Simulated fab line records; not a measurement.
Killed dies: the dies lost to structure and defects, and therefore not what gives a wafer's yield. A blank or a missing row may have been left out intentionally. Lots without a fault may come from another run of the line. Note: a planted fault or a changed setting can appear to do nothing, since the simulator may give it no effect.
Matching of chambers -- flow nandHarc -- rieDiel-03 running NHARC_A_STAIRCASE_STRIP_476: 3 sister chambers
The step strips in O2, time 20 s. 3 wafers are shown with their chamber, then 6 later ones without.

WAFERS, EACH WITH ITS CHAMBER
wafer,chamber,showerheadPlenumPTorr (Torr)
L086.5,1,3.62
L087.2,0,3.46
L091.1,3,3.47

WAFERS WITH NO CHAMBER GIVEN
wafer,showerheadPlenumPTorr (Torr)
L091.2,3.45
L091.5,3.45
L092.3,3.47
L092.6,3.45
L094.1,3.47
L094.4,3.60

THE CHAMBER EACH PASSED THROUGH
wafer,from the rows above,in truth
L091.2,can't be placed: 0 or 3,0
L091.5,can't be placed: 0 or 3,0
L092.3,can't be placed: 3 or 0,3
L092.6,can't be placed: 0 or 3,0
L094.1,can't be placed: 3 or 0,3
L094.4,1,1
Correctly placed: 1 of 6. Can't be placed from these rows: 5 (the true chamber is among the candidates in 5). Wrongly placed: 0.
How it was worked out, from the rows above alone: a wafer's distance from a chamber is the root of the sum, over the readings, of the square of ((its reading less the chamber's mean) divided by the reading's scatter). If the next closest chamber is less than 2 further off than the closest, the wafer can't be placed; otherwise it belongs to the closest. Each chamber's mean is taken over the wafers shown for it. The scatter (one wafer shown for each chamber): square how far every hidden wafer sits from the nearest shown wafer, average those squares and take the square root.
